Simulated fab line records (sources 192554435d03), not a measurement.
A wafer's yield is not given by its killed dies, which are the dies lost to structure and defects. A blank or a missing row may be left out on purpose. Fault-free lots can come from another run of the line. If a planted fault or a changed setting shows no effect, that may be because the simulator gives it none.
fab line records | flow n5Finfet | part 1 of 2: steps 1 to 22 of 29
record lots=5 | wafers=15 | lastDay=18
route steps=1938 shown BEOL_M1@763
lots that met no fault: from a run of the same line without faults
startH: hours from the record's first day to the start of the lot's first wafer shown | waitH: how many hours have passed since the lot's step before this one | " repeats the value in the row above | L1.1+2: one row covering several wafers at once | - value missing, or start not given | * or withheld: withheld | < > ~ a bound
route shown NAME@n: a module of which the file shows steps, and the number in the route of the first | usual: average and standard deviation across the fault-free wafers | same: alike in all rows | chamber/n: place in a boat | sites: per-site readings | _std_site: how widely they spread, as a standard deviation | _edge_site: the outer-site mean with the inner-site mean subtracted | radiusMm: for every site, how far away it sits from the centre of the wafer | mask NAME#n: copy n | behind: the tool/chamber that last shaped the wafer | hold: what put the lot on hold/how long, in hours/how the hold closed | device: transistor that didn't switch, given as n, p or np | end of line: the same wafers' tests at the end of the route | where a step has no rows: the recipe by itself | killed: at the first sort, the dies lost to defects and structure; wafer yield is something else | map: per-die view of a wafer (x killed, . not killed, _ where there is no die)
set.NAME: the setting that was run; set.NAME@STEP: the one run at that earlier step | model.NAME: the simulator's own value behind a step, which no gauge read
certain route steps with their lots: each step a table, each wafer a row
services: a tool's chamber out of use, with start hour (startH, from the record's first day; less than 0 if before it), hours out, and reason
## steps
# step N5_BEOL_M1_DEVELOP_10
# recipe developTimeS=30 | developer=TMAH | resist=CAR-EUV | rinseLiquid=surfactantRinse | dry=airSpin | devTempC=23
lot.wafer  | tool          | chamber | startH | waitH
L077.2+3+6 | lithoTrack-02 | 0       | -      | -
L078.2+4+6 | lithoTrack-02 | 0       | -      | -
L084.2+3+4 | lithoTrack-01 | 0       | -      | -
L093.1+4+6 | lithoTrack-01 | 0       | -      | -
L095.2+4+6 | lithoTrack-02 | 0       | -      | -
# step N5_BEOL_M1_CD_MEAS_11
# recipe targetCdNm=17.05 | landingEnergyEv=500 | detector=seInlens | polarity=opening
# usual cdNm=17.00/0.24
lot.wafer | tool     | chamber | startH | waitH | cdNm
L077.2    | cdSem-02 | 0       | 137.56 | -     | 17.35
L077.3    | "        | 0       | "      | "     | 17.13
L077.6    | "        | 0       | "      | "     | 16.80
L078.2    | cdSem-02 | 0       | 141.35 | -     | 16.87
L078.4    | "        | 0       | "      | "     | 16.82
L078.6    | "        | 0       | "      | "     | 16.39
L084.2    | cdSem-03 | 0       | 185.06 | -     | 17.14
L084.3    | "        | 0       | "      | "     | 16.90
L084.4    | "        | 0       | "      | "     | 16.72
L093.1    | cdSem-03 | 0       | 237.71 | -     | 16.84
L093.4    | "        | 0       | "      | "     | 16.88
L093.6    | "        | 0       | "      | "     | 16.69
L095.2    | cdSem-02 | 0       | 240.31 | -     | 17.08
L095.4    | "        | 0       | "      | "     | 17.25
L095.6    | "        | 0       | "      | "     | 17.24
# step N5_BEOL_M1_OVL_MEAS_12
# recipe pointsPerWafer=522
# usual M1_OVL=0.1/0.68
lot.wafer | tool       | chamber | startH | waitH | M1_OVL[nm]
L077.2    | overlay-02 | 0       | 137.60 | 0.0   | -0.6
L077.3    | "          | 0       | "      | "     | 0.0
L077.6    | "          | 0       | "      | "     | -0.6
L078.2    | overlay-01 | 0       | 141.38 | 0.0   | 0.8
L078.4    | "          | 0       | "      | "     | 0.7
L078.6    | "          | 0       | "      | "     | 0.1
L084.2    | overlay-01 | 0       | 185.09 | 0.0   | -0.2
L084.3    | "          | 0       | "      | "     | -0.1
L084.4    | "          | 0       | "      | "     | -1.4
L093.1    | overlay-01 | 0       | 237.74 | 0.0   | 0.5
L093.4    | "          | 0       | "      | "     | 1.1
L093.6    | "          | 0       | "      | "     | -0.9
L095.2    | overlay-02 | 0       | 240.34 | 0.0   | -0.2
L095.4    | "          | 0       | "      | "     | 0.9
L095.6    | "          | 0       | "      | "     | 0.7
# step N5_BEOL_M1_INSPECT_13
# recipe mode=adi | inspectInstrument=brightfield
# usual rawDefectCount=438/110
lot.wafer | tool             | chamber | startH | waitH | rawDefectCount
L077.2    | defectInspect-01 | -       | 137.65 | 0.0   | 309
L077.3    | "                | -       | "      | "     | 323
L077.6    | "                | -       | "      | "     | 554
L078.2    | defectInspect-01 | -       | 141.44 | 0.0   | 542
L078.4    | "                | -       | "      | "     | 509
L078.6    | "                | -       | "      | "     | 555
L084.2    | defectInspect-01 | -       | 185.15 | 0.1   | 430
L084.3    | "                | -       | "      | "     | 421
L084.4    | "                | -       | "      | "     | 397
L093.1    | defectInspect-01 | -       | 237.80 | 0.1   | 482
L093.4    | "                | -       | "      | "     | 639
L093.6    | "                | -       | "      | "     | 612
L095.2    | defectInspect-01 | -       | 240.40 | 0.0   | 397
L095.4    | "                | -       | "      | "     | 513
L095.6    | "                | -       | "      | "     | 418
# step N5_BEOL_M1_DESCUM_16
# recipe chemistry=O2 | timeS=7 | sourcePowerW=50 | biasPowerW=20 | pressureMtorr=20 | rfFrequencyHz=2.712e+07 | tempC=40 | resist=CAR-EUV | o2FlowSccm=225
# usual drypumpMotorCurrentA=5.7/0.45 | oesProductAu=0.76/0.076 | rfVppV=243.1/1.1 | showerheadPlenumPTorr=2.09/0.058 | throttleValvePct=20.44/0.2
lot.wafer | tool       | chamber | startH | waitH | drypumpMotorCurrentA | oesProductAu | rfHoursCounterH | rfVppV | showerheadPlenumPTorr | throttleValvePct
L077.2    | rieDiel-06 | 3       | 137.75 | 0.1   | 5.6                  | 0.73         | 171             | 243.6  | 2.18                  | 20.60
L077.3    | "          | 1       | "      | "     | 6.6                  | 0.69         | 216             | 244.6  | 2.07                  | 20.49
L077.6    | "          | 1       | "      | "     | 6.5                  | 0.68         | -               | 244.2  | 2.07                  | 20.50
L078.2    | rieDiel-02 | 1       | 141.47 | 0.0   | 5.6                  | 0.87         | 32              | 244.0  | 2.04                  | 20.37
L078.4    | "          | 0       | "      | "     | 5.1                  | 0.70         | 182             | 242.9  | 2.17                  | 20.74
L078.6    | "          | 0       | "      | "     | 5.1                  | 0.71         | -               | 242.9  | 2.17                  | 20.71
L084.2    | rieDiel-06 | 3       | 185.19 | 0.0   | 5.6                  | 0.72         | 183             | 245.1  | 2.18                  | 20.65
L084.3    | "          | 2       | "      | "     | 5.6                  | 0.74         | 176             | 244.6  | 2.17                  | 20.41
L084.4    | "          | 1       | "      | "     | 6.6                  | 0.69         | 227             | 242.7  | 2.07                  | 20.51
L093.1    | rieDiel-02 | 2       | 237.83 | 0.0   | 6.0                  | 0.74         | 175             | 242.6  | 2.09                  | 20.46
L093.4    | "          | 1       | "      | "     | 5.6                  | 0.82         | -               | 242.5  | 2.02                  | 20.39
L093.6    | "          | 3       | "      | "     | 5.6                  | 0.92         | -               | 243.1  | 2.03                  | 20.12
L095.2    | rieDiel-05 | 3       | 240.43 | 0.0   | 5.1                  | 0.98         | 0               | 241.4  | 2.06                  | 20.40
L095.4    | "          | 2       | "      | "     | 6.2                  | 0.82         | 74              | 243.1  | 2.13                  | 20.17
L095.6    | "          | 2       | "      | "     | 6.2                  | 0.82         | -               | 242.6  | 2.13                  | 20.18
# step N5_BEOL_M1_ETCH_74
# recipe chemistry=N2/H2 | target=underlayer | targetDepthA=65 | maskMaterial=CAR-EUV | timeS=5.2 | ionEnergyEv=200 | pressureMtorr=30 | sourceW=840 | biasW=150 | n2FlowSccm=200 | h2FlowSccm=200 | ends=cleared
# usual biasW=150.0/0.48 | drypumpMotorCurrentA=5.7/0.44 | etchRfOnTimeS=5.18/0.14 | oesProductAu=0.66/0.064 | rfVppV=523.8/2.3 | showerheadPlenumPTorr=2.55/0.066 | throttleValvePct=17.91/0.23
lot.wafer | tool       | chamber | startH | waitH | biasW | drypumpMotorCurrentA | etchRfOnTimeS | oesProductAu | rfHoursCounterH | rfVppV | showerheadPlenumPTorr | throttleValvePct
L077.2    | rieDiel-06 | 3       | 137.78 | 0.0   | 150.0 | 5.6                  | 5.40          | 0.62         | 171             | 526.0  | 2.64                  | 17.91
L077.3    | "          | 1       | "      | "     | 150.2 | 6.6                  | 5.11          | 0.59         | 216             | 521.4  | 2.53                  | 18.09
L077.6    | "          | 1       | "      | "     | 150.2 | 6.5                  | 5.11          | 0.59         | -               | 522.9  | 2.54                  | 18.08
L078.2    | rieDiel-02 | 1       | 141.50 | 0.0   | 149.5 | 5.6                  | 5.40          | 0.74         | 32              | 523.3  | 2.50                  | 17.82
L078.4    | "          | 0       | "      | "     | 150.5 | 5.1                  | 5.26          | 0.61         | 182             | 523.4  | 2.62                  | 18.15
L078.6    | "          | 0       | "      | "     | 150.3 | 5.1                  | 5.31          | 0.61         | -               | 525.8  | 2.62                  | 18.15
L084.2    | rieDiel-06 | 3       | 185.22 | 0.0   | 150.6 | 5.7                  | 5.39          | 0.62         | 183             | 527.1  | 2.63                  | 17.96
L084.3    | "          | 2       | "      | "     | 149.8 | 5.6                  | 5.16          | 0.63         | 176             | 525.6  | 2.64                  | 17.98
L084.4    | "          | 1       | "      | "     | 149.8 | 6.6                  | 5.11          | 0.59         | 227             | 525.7  | 2.53                  | 18.12
L093.1    | rieDiel-02 | 2       | 237.87 | 0.0   | 150.0 | 6.1                  | 4.89          | 0.65         | 175             | 523.8  | 2.54                  | 17.82
L093.4    | "          | 1       | "      | "     | 150.7 | 5.6                  | 5.35          | 0.69         | -               | 521.0  | 2.49                  | 17.91
L093.6    | "          | 3       | "      | "     | 149.3 | 5.6                  | 4.94          | 0.80         | -               | 522.3  | 2.50                  | 17.75
L095.2    | rieDiel-05 | 3       | 240.46 | 0.0   | 150.1 | 5.1                  | 5.22          | 0.84         | 0               | 522.9  | 2.49                  | 17.76
L095.4    | "          | 2       | "      | "     | 150.3 | 6.2                  | 5.05          | 0.72         | 74              | 524.9  | 2.60                  | 17.59
L095.6    | "          | 2       | "      | "     | 150.3 | 6.2                  | 5.04          | 0.71         | -               | 523.0  | 2.60                  | 17.61
# step N5_BEOL_M1_ETCH_63
# recipe chemistry=CF4 | target=SiARC | targetDepthA=156 | maskMaterial=CAR-EUV | timeS=26 | ionEnergyEv=80 | pressureMtorr=40 | sourceW=545 | biasW=36 | Ar_flow_sccm=100 | cf4FlowSccm=100 | ends=cleared
# usual biasW=36.00/0.11 | drypumpMotorCurrentA=5.7/0.45 | etchRfOnTimeS=26.0/0.65 | oesProductAu=0.66/0.065 | rfVppV=184.2/1 | showerheadPlenumPTorr=2.14/0.055 | throttleValvePct=15.65/0.23
lot.wafer | tool       | chamber | startH | waitH | biasW | drypumpMotorCurrentA | etchRfOnTimeS | oesProductAu | rfHoursCounterH | rfVppV | showerheadPlenumPTorr | throttleValvePct
L077.2    | rieDiel-06 | 3       | 137.80 | 0.0   | 36.13 | 5.6                  | 27.0          | 0.63         | 171             | 184.4  | 2.22                  | 15.75
L077.3    | "          | 1       | "      | "     | 35.89 | 6.5                  | 26.0          | 0.59         | 216             | 184.6  | 2.12                  | 15.70
L077.6    | "          | 1       | "      | "     | 35.93 | 6.6                  | 25.7          | 0.59         | -               | 183.7  | 2.12                  | 15.71
L078.2    | rieDiel-02 | 1       | 141.52 | 0.0   | 36.15 | 5.6                  | 26.9          | 0.74         | 32              | 183.7  | 2.10                  | 15.64
L078.4    | "          | 0       | "      | "     | 36.18 | 5.1                  | 26.6          | 0.61         | 182             | 184.8  | 2.23                  | 15.98
L078.6    | "          | 0       | "      | "     | 35.94 | 5.1                  | 26.5          | 0.61         | -               | 183.9  | 2.23                  | 15.99
L084.2    | rieDiel-06 | 3       | 185.24 | 0.0   | 36.01 | 5.6                  | 26.8          | 0.60         | 183             | 185.9  | 2.21                  | 15.77
L084.3    | "          | 2       | "      | "     | 36.03 | 5.6                  | 25.7          | 0.63         | 176             | 184.9  | 2.23                  | 15.65
L084.4    | "          | 1       | "      | "     | 36.08 | 6.5                  | 25.6          | 0.58         | 227             | 182.6  | 2.11                  | 15.73
L093.1    | rieDiel-02 | 2       | 237.89 | 0.0   | 36.07 | 6.1                  | 25.2          | 0.64         | 175             | 183.5  | 2.12                  | 15.61
L093.4    | "          | 1       | "      | "     | 35.98 | 5.7                  | 26.6          | 0.70         | -               | 182.3  | 2.09                  | 15.70
L093.6    | "          | 3       | "      | "     | 35.97 | 5.6                  | 25.0          | 0.79         | -               | 183.4  | 2.08                  | 15.28
L095.2    | rieDiel-05 | 3       | 240.48 | 0.0   | 36.15 | 5.1                  | 26.2          | 0.84         | 0               | 183.0  | 2.13                  | 15.56
L095.4    | "          | 2       | "      | "     | 36.05 | 6.2                  | 25.3          | 0.71         | 74              | 184.8  | 2.15                  | 15.23
L095.6    | "          | 2       | "      | "     | 36.03 | 6.2                  | 25.5          | 0.71         | -               | 184.1  | 2.15                  | 15.23
# step N5_BEOL_M1_ETCH_64
# recipe chemistry=N2/H2 | target=SOC | targetDepthA=750 | overetchA=150 | maskMaterial=SiARC | tempC=40 | timeS=112.5 | ionEnergyEv=200 | pressureMtorr=30 | sourceW=840 | biasW=150 | n2FlowSccm=200 | h2FlowSccm=200
# usual biasW=150.1/0.48 | drypumpMotorCurrentA=5.7/0.44 | oesProductAu=0.61/0.056 | rfVppV=524.0/1.9 | showerheadPlenumPTorr=2.55/0.066 | throttleValvePct=17.87/0.23
lot.wafer | tool       | chamber | startH | waitH | biasW | drypumpMotorCurrentA | oesProductAu | rfHoursCounterH | rfVppV | showerheadPlenumPTorr | throttleValvePct
L077.2    | rieDiel-06 | 3       | 137.83 | 0.0   | 151.0 | 5.6                  | 0.58         | 171             | 525.7  | 2.64                  | 17.92
L077.3    | "          | 1       | "      | "     | 148.8 | 6.5                  | 0.55         | 216             | 523.8  | 2.53                  | 18.04
L077.6    | "          | 1       | "      | "     | 149.3 | 6.5                  | 0.55         | -               | 522.3  | 2.53                  | 18.04
L078.2    | rieDiel-02 | 1       | 141.55 | 0.0   | 150.4 | 5.6                  | 0.68         | 32              | 522.3  | 2.50                  | 17.82
L078.4    | "          | 0       | "      | "     | 150.9 | 5.1                  | 0.57         | 182             | 526.7  | 2.62                  | 18.09
L078.6    | "          | 0       | "      | "     | 150.7 | 5.1                  | 0.57         | -               | 528.1  | 2.62                  | 18.11
L084.2    | rieDiel-06 | 3       | 185.27 | 0.0   | 150.3 | 5.7                  | 0.58         | 183             | 526.2  | 2.63                  | 17.92
L084.3    | "          | 2       | "      | "     | 150.5 | 5.6                  | 0.59         | 176             | 526.4  | 2.64                  | 17.93
L084.4    | "          | 1       | "      | "     | 150.4 | 6.5                  | 0.54         | 227             | 524.6  | 2.53                  | 18.04
L093.1    | rieDiel-02 | 2       | 237.91 | 0.0   | 149.8 | 6.0                  | 0.60         | 175             | 523.5  | 2.54                  | 17.79
L093.4    | "          | 1       | "      | "     | 150.1 | 5.6                  | 0.66         | -               | 522.1  | 2.49                  | 17.86
L093.6    | "          | 3       | "      | "     | 149.9 | 5.6                  | 0.72         | -               | 522.0  | 2.50                  | 17.68
L095.2    | rieDiel-05 | 3       | 240.51 | 0.0   | 149.3 | 5.1                  | 0.78         | 0               | 522.7  | 2.49                  | 17.72
L095.4    | "          | 2       | "      | "     | 151.1 | 6.2                  | 0.66         | 74              | 525.2  | 2.60                  | 17.58
L095.6    | "          | 2       | "      | "     | 150.7 | 6.2                  | 0.66         | -               | 525.4  | 2.60                  | 17.59
# step N5_BEOL_M1_STRIP_65
# recipe chemistry=N2/H2 | tempC=40 | n2FlowSccm=200 | h2FlowSccm=200 | rfFrequencyHz=6e+07
lot.wafer  | tool       | chamber | startH | waitH
L077.2+3+6 | rieDiel-06 | 3,1,1   | 137.93 | 0.1
L078.2+4+6 | rieDiel-02 | 1,0,0   | 141.66 | 0.1
L084.2+3+4 | rieDiel-06 | 3,2,1   | 185.38 | 0.1
L093.1+4+6 | rieDiel-02 | 2,1,3   | 238.02 | 0.1
L095.2+4+6 | rieDiel-05 | 3,2,2   | 240.62 | 0.1
# step N5_BEOL_M1_STRIP_75
# recipe chemistry=N2/H2 | tempC=40 | n2FlowSccm=200 | h2FlowSccm=200 | rfFrequencyHz=6e+07
lot.wafer  | tool       | chamber | startH | waitH
L077.2+3+6 | rieDiel-06 | 3,1,1   | 137.94 | 0.0
L078.2+4+6 | rieDiel-02 | 1,0,0   | 141.67 | 0.0
L084.2+3+4 | rieDiel-06 | 3,2,1   | 185.39 | 0.0
L093.1+4+6 | rieDiel-02 | 2,1,3   | 238.03 | 0.0
L095.2+4+6 | rieDiel-05 | 3,2,2   | 240.63 | 0.0
# step N5_BEOL_M1_STRIP_66
# recipe chemistry=CF4 | resist=SiARC | powerW=300 | biasPowerW=75 | pressureMtorr=50 | cf4FlowSccm=150 | rfFrequencyHz=6e+07
# usual drypumpMotorCurrentA=5.7/0.45 | oesProductAu=0.76/0.07 | rfVppV=271.1/1.4 | showerheadPlenumPTorr=1.80/0.045 | throttleValvePct=13.63/0.24
lot.wafer | tool       | chamber | startH | waitH | drypumpMotorCurrentA | oesProductAu | rfHoursCounterH | rfVppV | showerheadPlenumPTorr | throttleValvePct
L077.2    | rieDiel-06 | 3       | 137.95 | 0.0   | 5.6                  | 0.73         | 171             | 272.0  | 1.86                  | 13.75
L077.3    | "          | 1       | "      | "     | 6.5                  | 0.68         | 216             | 269.6  | 1.79                  | 13.79
L077.6    | "          | 1       | "      | "     | 6.5                  | 0.68         | -               | 270.9  | 1.79                  | 13.76
L078.2    | rieDiel-02 | 1       | 141.68 | 0.0   | 5.7                  | 0.86         | 32              | 269.3  | 1.77                  | 13.62
L078.4    | "          | 0       | "      | "     | 5.1                  | 0.71         | 182             | 272.1  | 1.86                  | 13.91
L078.6    | "          | 0       | "      | "     | 5.1                  | 0.72         | -               | 272.7  | 1.86                  | 13.92
L084.2    | rieDiel-06 | 3       | 185.40 | 0.0   | 5.7                  | 0.73         | 183             | 273.1  | 1.86                  | 13.79
L084.3    | "          | 2       | "      | "     | 5.7                  | 0.74         | 176             | 272.6  | 1.86                  | 13.60
L084.4    | "          | 1       | "      | "     | 6.6                  | 0.68         | 227             | 270.2  | 1.79                  | 13.79
L093.1    | rieDiel-02 | 2       | 238.04 | 0.0   | 6.0                  | 0.73         | 175             | 271.6  | 1.78                  | 13.64
L093.4    | "          | 1       | "      | "     | 5.7                  | 0.82         | -               | 269.5  | 1.76                  | 13.69
L093.6    | "          | 3       | "      | "     | 5.6                  | 0.89         | -               | 270.1  | 1.74                  | 13.22
L095.2    | rieDiel-05 | 3       | 240.64 | 0.0   | 5.1                  | 0.98         | 0               | 271.6  | 1.78                  | 13.45
L095.4    | "          | 2       | "      | "     | 6.2                  | 0.82         | 74              | 270.5  | 1.80                  | 13.17
L095.6    | "          | 2       | "      | "     | 6.2                  | 0.81         | -               | 271.4  | 1.80                  | 13.18
# step N5_BEOL_M1_HM_OPEN_17
# recipe chemistry=Cl2/BCl3 | targetDepthA=200 | overetchA=60 | target=TiN | maskMaterial=SOC | ionEnergyEv=150 | pressureMtorr=10 | icpW=1000 | biasW=126 | Cl2_flow_sccm=53.25 | bcl3FlowSccm=21.75 | Ar_flow_sccm=25
# usual bcl3FlowSccm=21.75/0.058 | biasW=126.0/0.37 | drypumpMotorCurrentA=5.6/0.48 | heBacksideLeakSccm=3.45/0.2 | oesProductAu=0.59/0.05 | throttleValvePct=22.05/0.21
lot.wafer | tool        | chamber | startH | waitH | bcl3FlowSccm | biasW | drypumpMotorCurrentA | heBacksideLeakSccm | oesProductAu | rfHoursCounterH | throttleValvePct
L077.2    | rieMetal-03 | 0       | 137.99 | 0.0   | 21.63        | 126.7 | 6.1                  | 3.35               | 0.60         | 73              | 22.41
L077.3    | "           | 1       | "      | "     | 21.67        | 126.1 | 4.9                  | 3.55               | 0.53         | -               | 21.90
L077.6    | "           | 1       | "      | "     | 21.75        | 126.4 | 4.9                  | 3.60               | 0.54         | -               | 21.92
L078.2    | rieMetal-02 | 1       | 141.72 | 0.0   | 21.70        | 125.5 | 5.5                  | 3.55               | 0.64         | 49              | 21.85
L078.4    | "           | 0       | "      | "     | 21.73        | 126.2 | 5.8                  | 3.15               | 0.56         | -               | 21.97
L078.6    | "           | 0       | "      | "     | 21.72        | 126.3 | 5.8                  | 3.23               | 0.57         | -               | 21.95
L084.2    | rieMetal-02 | 0       | 185.44 | 0.0   | 21.84        | 125.9 | 5.8                  | 3.41               | 0.56         | 98              | 22.00
L084.3    | "           | 1       | "      | "     | 21.66        | 125.6 | 5.5                  | 3.52               | 0.63         | -               | 21.88
L084.4    | "           | 0       | "      | "     | 21.77        | 125.6 | 5.7                  | 3.50               | 0.56         | -               | 21.98
L093.1    | rieMetal-02 | 0       | 238.08 | 0.0   | 21.72        | 125.8 | 5.8                  | 3.29               | 0.55         | 103             | 21.99
L093.4    | "           | 0       | "      | "     | 21.70        | 126.2 | 5.7                  | 3.36               | 0.54         | -               | 22.01
L093.6    | "           | 1       | "      | "     | 21.76        | 126.4 | 5.5                  | 3.59               | 0.62         | -               | 21.89
L095.2    | rieMetal-03 | 0       | 240.71 | 0.1   | 21.72        | 126.9 | 6.2                  | 3.50               | 0.59         | -               | 22.41
L095.4    | "           | 0       | "      | "     | 21.75        | 126.3 | 6.2                  | 3.58               | 0.59         | -               | 22.42
L095.6    | "           | 0       | "      | "     | 21.74        | 127.0 | 6.1                  | 3.38               | 0.60         | -               | 22.41
# step N5_BEOL_M1_STRIP_19
# recipe chemistry=O2 | powerW=400 | tempC=40 | pressureMtorr=30 | rfFrequencyHz=6e+07 | biasPowerW=0 | overashFraction=0.2 | o2FlowSccm=225
# usual drypumpMotorCurrentA=5.7/0.44 | oesProductAu=0.76/0.072 | rfVppV=3.7/0.47 | showerheadPlenumPTorr=2.10/0.061 | throttleValvePct=16.71/0.19
lot.wafer | tool       | chamber | startH | waitH | drypumpMotorCurrentA | oesProductAu | rfHoursCounterH | rfVppV | showerheadPlenumPTorr | throttleValvePct
L077.2    | rieDiel-05 | 2       | 138.10 | 0.1   | 6.2                  | 0.86         | 47              | 4.5    | 2.14                  | 16.35
L077.3    | "          | 3       | "      | "     | 5.0                  | 0.68         | 230             | 3.0    | 2.07                  | 16.94
L077.6    | "          | 3       | "      | "     | 5.1                  | 0.69         | -               | 3.3    | 2.07                  | 16.94
L078.2    | rieDiel-02 | 1       | 141.83 | 0.1   | 5.6                  | 0.87         | 32              | 4.1    | 2.04                  | 16.61
L078.4    | "          | 3       | "      | "     | 5.6                  | 0.66         | 248             | 2.6    | 2.04                  | 16.83
L078.6    | "          | 1       | "      | "     | 5.6                  | 0.87         | -               | 4.1    | 2.04                  | 16.61
L084.2    | rieDiel-06 | 1       | 185.66 | 0.2   | 6.5                  | 0.68         | 227             | 3.6    | 2.07                  | 16.78
L084.3    | "          | 0       | "      | "     | 5.2                  | 0.81         | 111             | 3.4    | 2.02                  | 16.84
L084.4    | "          | 2       | "      | "     | 5.6                  | 0.74         | 177             | 3.3    | 2.17                  | 16.63
L093.1    | rieDiel-02 | 3       | 238.19 | 0.1   | 5.6                  | 0.91         | 15              | 3.5    | 2.04                  | 16.35
L093.4    | "          | 2       | "      | "     | 6.0                  | 0.74         | -               | 3.3    | 2.10                  | 16.75
L093.6    | "          | 3       | "      | "     | 5.6                  | 0.92         | -               | 3.7    | 2.04                  | 16.36
L095.2    | rieDiel-06 | 1       | 240.91 | 0.2   | 6.6                  | 0.66         | 242             | 3.6    | 2.07                  | 16.81
L095.4    | "          | 0       | "      | "     | 5.1                  | 0.79         | 125             | 3.8    | 2.02                  | 16.86
L095.6    | "          | 0       | "      | "     | 5.2                  | 0.79         | -               | 3.2    | 2.02                  | 16.87
# step N5_BEOL_M1_CD_MEAS_18
# recipe pitchNm=36 | targetCdNm=18
# usual cdNm=18.0/0.39
lot.wafer | tool     | chamber | startH | waitH | cdNm
L077.2    | cdSem-01 | -       | 138.18 | 0.1   | 18.1
L077.3    | "        | -       | "      | "     | 18.2
L077.6    | "        | -       | "      | "     | 18.1
L078.2    | cdSem-01 | -       | 141.90 | 0.1   | 18.2
L078.4    | "        | -       | "      | "     | 17.8
L078.6    | "        | -       | "      | "     | 17.1
L084.2    | cdSem-02 | -       | 185.73 | 0.1   | 17.9
L084.3    | "        | -       | "      | "     | 17.9
L084.4    | "        | -       | "      | "     | 17.2
L093.1    | cdSem-03 | -       | 238.26 | 0.0   | 17.7
L093.4    | "        | -       | "      | "     | 18.0
L093.6    | "        | -       | "      | "     | 17.7
L095.2    | cdSem-03 | -       | 240.98 | 0.1   | 18.6
L095.4    | "        | -       | "      | "     | 17.8
L095.6    | "        | -       | "      | "     | 18.2
# step N5_BEOL_M1_COAT_67
# recipe resist=SOC | tempC=250 | timeS=60 | spinRpm=1500 | resistThkNm=60
lot.wafer  | tool          | chamber | startH | waitH
L077.2+3+6 | lithoTrack-01 | 0       | 138.21 | 0.0
L078.2+4+6 | lithoTrack-02 | 0       | 141.93 | 0.0
L084.2+3+4 | lithoTrack-01 | 0       | 185.76 | 0.0
L093.1+4+6 | lithoTrack-02 | 0       | 238.30 | 0.0
L095.2+4+6 | lithoTrack-02 | 0       | 241.02 | 0.0
# step N5_BEOL_M1_COAT_68
# recipe resist=SiARC | tempC=220 | timeS=60 | spinRpm=1500 | resistThkNm=12
lot.wafer  | tool          | chamber | startH | waitH
L077.2+3+6 | lithoTrack-01 | 0       | -      | -
L078.2+4+6 | lithoTrack-02 | 0       | -      | -
L084.2+3+4 | lithoTrack-01 | 0       | -      | -
L093.1+4+6 | lithoTrack-02 | 0       | -      | -
L095.2+4+6 | lithoTrack-02 | 0       | -      | -
# step N5_BEOL_M1_COAT_76
# recipe resist=underlayer | tempC=205 | timeS=60 | spinRpm=1500 | resistThkNm=5
lot.wafer  | tool          | chamber | startH | waitH
L077.2+3+6 | lithoTrack-01 | 0       | -      | -
L078.2+4+6 | lithoTrack-02 | 0       | -      | -
L084.2+3+4 | lithoTrack-01 | 0       | -      | -
L093.1+4+6 | lithoTrack-02 | 0       | -      | -
L095.2+4+6 | lithoTrack-02 | 0       | -      | -
# step N5_BEOL_M1_COAT_22
# recipe resist=CAR-EUV | spinRpm=1500 | resistThkNm=30
lot.wafer  | tool          | chamber | startH | waitH
L077.2+3+6 | lithoTrack-01 | 0       | -      | -
L078.2+4+6 | lithoTrack-02 | 0       | -      | -
L084.2+3+4 | lithoTrack-01 | 0       | -      | -
L093.1+4+6 | lithoTrack-02 | 0       | -      | -
L095.2+4+6 | lithoTrack-02 | 0       | -      | -
# step N5_BEOL_M1_EBR_24
# recipe solvent=PGMEA | ebrWidthMm=1.5
lot.wafer  | tool          | chamber | startH | waitH
L077.2+3+6 | lithoTrack-01 | 0       | -      | -
L078.2+4+6 | lithoTrack-02 | 0       | -      | -
L084.2+3+4 | lithoTrack-01 | 0       | -      | -
L093.1+4+6 | lithoTrack-02 | 0       | -      | -
L095.2+4+6 | lithoTrack-02 | 0       | -      | -
# step N5_BEOL_M1_SOFTBAKE_23
# recipe tempC=110 | timeS=60 | resist=CAR-EUV
lot.wafer  | tool          | chamber | startH | waitH
L077.2+3+6 | lithoTrack-01 | 0       | -      | -
L078.2+4+6 | lithoTrack-02 | 0       | -      | -
L084.2+3+4 | lithoTrack-01 | 0       | -      | -
L093.1+4+6 | lithoTrack-02 | 0       | -      | -
L095.2+4+6 | lithoTrack-02 | 0       | -      | -
# step N5_BEOL_M1_EXPOSE_25
# recipe maskId=V0 | na=0.33 | sourceShape=quasar | sigmaInner=0.2 | sigmaOuter=0.8 | polarization=unpolarized | defocusNm=5 | targetCdNm=24 | doseMj=63
lot.wafer  | tool          | chamber | startH | waitH | mask
L077.2+3+6 | euvScanner-01 | 0       | 138.48 | -     | V0#0
L078.2+4+6 | euvScanner-02 | 0       | 142.21 | -     | V0#0
L084.2+3+4 | euvScanner-01 | 0       | 185.91 | -     | V0#0
L093.1+4+6 | euvScanner-01 | 0       | 238.44 | -     | V0#0
L095.2+4+6 | euvScanner-02 | 0       | 241.29 | -     | V0#0
# step N5_BEOL_M1_PEB_26
# recipe pebTempC=100 | pebTimeS=60 | resist=CAR-EUV
lot.wafer  | tool          | chamber | startH | waitH
L077.2+3+6 | lithoTrack-04 | 0       | 138.55 | 0.1
L078.2+4+6 | lithoTrack-04 | 0       | 142.28 | 0.1
L084.2+3+4 | lithoTrack-04 | 0       | 185.98 | 0.1
L093.1+4+6 | lithoTrack-04 | 0       | 238.51 | 0.1
L095.2+4+6 | lithoTrack-01 | 0       | 241.36 | 0.1
